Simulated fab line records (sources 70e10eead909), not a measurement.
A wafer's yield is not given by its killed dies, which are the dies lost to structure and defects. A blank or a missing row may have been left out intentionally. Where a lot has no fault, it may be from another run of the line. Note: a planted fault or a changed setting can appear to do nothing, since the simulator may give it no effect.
Which tool did it? | flow nand-harc | 42 wafers from 14 lots sampled at 4 of the route's 1302 steps

WHAT THE GAUGES SHOWED, per wafer
NHARC_A_ONON_D1_THK_MEAS_05: measures by ellipsometry. Usual: thk-nm 999 nm, standard deviation 12.
lot  | measured     | on            | thk-nm (nm)    | flag
L611 | day 8 01:11  | film-metro-02 | 998 997 997    |
L613 | day 8 14:50  | film-metro-02 | 983 981 980    |
L614 | day 9 02:40  | film-metro-02 | 985 985 986    |
L615 | day 9 02:49  | film-metro-01 | 1005 1006 1006 |
L617 | day 10 02:50 | film-metro-01 | 992 991 993    |
L618 | day 10 19:37 | film-metro-01 | 989 986 987    |
L620 | day 11 12:04 | film-metro-01 | 1010 1009 1010 |
L622 | day 12 12:23 | film-metro-02 | 455 457 457    | OFF
L626 | day 13 18:28 | film-metro-01 | 463 464 466    | OFF
L630 | day 15 12:41 | film-metro-02 | 1004 1008 1006 |
L631 | day 16 09:58 | film-metro-02 | 988 986 987    |
L632 | day 16 09:58 | film-metro-01 | 1009 1010 1008 |
L633 | day 16 21:34 | film-metro-01 | 1004 1003 1003 |
L634 | day 17 10:29 | film-metro-01 | 992 992 993    |

NHARC_END_SORT_01. Usual: killed-at-array 54, standard deviation 16; killed-at-other 0.6, standard deviation 0.86; killed-at-periphery 3.8, standard deviation 2.6; killed-dies 58, standard deviation 16; killed-open 3.3, standard deviation 1.8; killed-short 2.7, standard deviation 1.7.
lot  | measured     | on        | killed-at-array | killed-at-other | killed-at-periphery | killed-dies | killed-open | killed-short | flag
L622 | day 28 14:43 | prober-01 | 672 668 671     | 0 0 0           | 5 9 6               | 677 677 677 | 2 1 2       | 0 4 1        | OFF
L626 | day 30 06:22 | prober-01 | 674 673 671     | 1 0 1           | 2 4 5               | 677 677 677 | 2 4 4       | 2 2 2        | OFF

WHAT TOOL EACH LOT RAN ON (gives the tool, then ch and the chambers of the sampled wafers, and finally the start)
lot  | NHARC_P_BONDPAD_PVD_17                  | NHARC_A_ONON_D1_DEP_03
L611 | pvd-sputter-01, day 8 00:41 or earlier  | pecvd-onon-04 ch 0, day 8 00:41
L613 | pvd-sputter-03, day 8 14:23 or earlier  | pecvd-onon-02 ch 0, day 8 14:23
L614 | pvd-sputter-01, day 9 02:10 or earlier  | pecvd-onon-03 ch 0, day 9 02:10
L615 | pvd-sputter-01, day 9 02:18 or earlier  | pecvd-onon-04 ch 0, day 9 02:18
L617 | pvd-sputter-01, day 10 02:19 or earlier | pecvd-onon-04 ch 0, day 10 02:19
L618 | pvd-sputter-01, day 10 19:07 or earlier | pecvd-onon-04 ch 0, day 10 19:07
L620 | pvd-sputter-01, day 11 11:41 or earlier | pecvd-onon-04 ch 0, day 11 11:41
L622 | pvd-sputter-02, day 12 11:53 or earlier | pecvd-onon-04 ch 0, day 12 11:53
L626 | pvd-sputter-02, day 13 18:05 or earlier | pecvd-onon-04 ch 0, day 13 18:05
L630 | pvd-sputter-03, day 15 12:14 or earlier | pecvd-onon-03 ch 0, day 15 12:14
L631 | pvd-sputter-02, day 16 09:34 or earlier | pecvd-onon-04 ch 0, day 16 09:34
L632 | pvd-sputter-01, day 16 09:27 or earlier | pecvd-onon-03 ch 0, day 16 09:27
L633 | pvd-sputter-02, day 16 21:14 or earlier | pecvd-onon-04 ch 0, day 16 21:14
L634 | pvd-sputter-01, day 17 09:59 or earlier | pecvd-onon-02 ch 0, day 17 09:59
- NHARC_P_BONDPAD_PVD_17: deposits TaN, target thk 5 nm, time 8.06 s.
- NHARC_A_ONON_D1_DEP_03: target thk 1000 nm.

WHAT THE TOOLS THEMSELVES READ (means of the sampled wafers that have a number; where no wafer has one, the mark that the record gives instead)
NHARC_P_BONDPAD_PVD_17. Usual: throttle-valve-pct 30.3 %, standard deviation 0.81.
lot  | tool           | throttle-valve-pct (%) | flag
L611 | pvd-sputter-01 | 30.3                   |
L613 | pvd-sputter-03 | 30.0                   |
L614 | pvd-sputter-01 | 30.2                   |
L615 | pvd-sputter-01 | 30.0                   |
L617 | pvd-sputter-01 | 30.3                   |
L618 | pvd-sputter-01 | 30.4                   |
L620 | pvd-sputter-01 | 30.7                   |
L622 | pvd-sputter-02 | 31.2                   |
L626 | pvd-sputter-02 | 31.3                   |
L630 | pvd-sputter-03 | 29.8                   |
L631 | pvd-sputter-02 | 30.1                   |
L632 | pvd-sputter-01 | 30.4                   |
L633 | pvd-sputter-02 | 30.2                   |
L634 | pvd-sputter-01 | 30.3                   |

NHARC_A_ONON_D1_DEP_03. Usual: nh3-flow-sccm 499.6 sccm, standard deviation 1.4.
lot  | tool          | nh3-flow-sccm (sccm) | flag
L611 | pecvd-onon-04 | 501.4                |
L613 | pecvd-onon-02 | 499.9                |
L614 | pecvd-onon-03 | 499.8                |
L615 | pecvd-onon-04 | 500.5                |
L617 | pecvd-onon-04 | 499.1                |
L618 | pecvd-onon-04 | 500.2                |
L620 | pecvd-onon-04 | 497.7                |
L622 | pecvd-onon-04 | 500.8                |
L626 | pecvd-onon-04 | 497.8                |
L630 | pecvd-onon-03 | 499.2                |
L631 | pecvd-onon-04 | 497.2                |
L632 | pecvd-onon-03 | 498.4                |
L633 | pecvd-onon-04 | 501.1                |
L634 | pecvd-onon-02 | 498.9                |

THE ANSWER, worked out from the rows above alone
Rule: a lot counts as off when the mean over its wafers that have a number is more than 3 standard deviations away from the usual mean. A lot without any number at a reading at which 4 lots or more have one is off too. The other lots that the step has rows for count as sound. Order of review: gauges by route order, followed by the tools' own readings, for which a lot's mean as printed above is used. At the first step where some lot is off, the reading lying furthest off is the one used; lots without a number count as furthest.
Off: L622, L626 (NHARC_A_ONON_D1_THK_MEAS_05, thk-nm).
If a tool, at a process step before that reading, ran all the lots that are off and no sound lot after the first of them, it fits. Not tried: the gauges at NHARC_A_ONON_D1_THK_MEAS_05; whatever is off there is also off at NHARC_END_SORT_01, on other tools, and gauge error can't account for it. With no start given for some of its lots, NHARC_P_BONDPAD_PVD_17 uses the hours and lot order of NHARC_A_ONON_D1_DEP_03. Not one of the candidates tried fits.

WHAT THE SIMULATOR PUT IN
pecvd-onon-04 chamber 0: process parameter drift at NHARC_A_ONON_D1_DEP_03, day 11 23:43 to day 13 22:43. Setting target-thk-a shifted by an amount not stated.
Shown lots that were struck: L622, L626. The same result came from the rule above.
